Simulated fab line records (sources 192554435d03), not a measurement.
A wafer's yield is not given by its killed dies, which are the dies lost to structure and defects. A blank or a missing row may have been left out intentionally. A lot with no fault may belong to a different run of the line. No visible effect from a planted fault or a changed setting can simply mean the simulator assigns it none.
Matching of chambers ; flow n5Finfet ; rieDiel-05 running N5_BEOL_M0_SAQP_SPACER2_ETCHBACK_27: 4 sister chambers
The step etches SiO2 in CHF3/O2, target depth 22.5 nm, time 11.25 s. 14 wafers are shown with their chamber, then 7 later ones without.

## EACH WAFER AND ITS CHAMBER
wafer;chamber;drypumpMotorCurrentA (A);showerheadPlenumPTorr (Torr);throttleValvePct (%)
L075.2;0;6.1;2.28;19.05
L075.4;1;5.7;2.44;18.79
L075.5;0;6.2;2.28;19.07
L076.1;2;5.0;2.51;19.36
L076.3;3;5.6;2.52;18.68
L076.4;0;6.1;2.28;19.07
L077.1;0;6.2;2.28;19.08
L077.4;1;5.7;2.44;18.78
L077.6;1;5.7;2.44;18.79
L080.1;1;5.7;2.44;18.80
L080.2;2;5.0;2.50;19.34
L080.4;3;5.6;2.51;18.72
L088.1;2;5.0;2.50;19.38
L088.2;1;5.7;2.43;18.83

SIGNATURES, as means of the wafers listed above
reading;chamber 0;chamber 1;chamber 2;chamber 3;scatter within a chamber
drypumpMotorCurrentA;6.150;5.700;5.000;5.600;0.0316
showerheadPlenumPTorr;2.2800;2.4380;2.5033;2.5150;0.00443
throttleValvePct;19.0675;18.7980;19.3600;18.7000;0.0189
Rule: distance of a wafer from a chamber = root of the sum over the readings of ((wafer's reading minus chamber's mean) / reading's scatter) squared. The wafer belongs to the nearest chamber; if the next one is less than 2 further off, it can't be placed. The scatter: the root of (the sum of the squares of (reading less its chamber's mean) over the shown wafers, divided by (wafers less chambers)).

## WAFERS WITHOUT THEIR CHAMBER
wafer;drypumpMotorCurrentA (A);showerheadPlenumPTorr (Torr);throttleValvePct (%)
L088.5;5.7;2.43;18.81
L091.2;5.0;2.50;19.40
L091.3;6.1;2.27;19.10
L091.4;5.6;2.51;18.74
L097.1;6.2;2.27;19.12
L097.4;5.0;2.49;19.41
L097.5;5.6;2.50;18.75

## THE CHAMBER EACH PASSED THROUGH
wafer;from the rows above;in truth
L088.5;1;1
L091.2;2;2
L091.3;0;0
L091.4;3;3
L097.1;0;0
L097.4;2;2
L097.5;3;3
7 of 7 placed correctly. Can't be placed from these rows: 0. Number placed wrongly: 0.
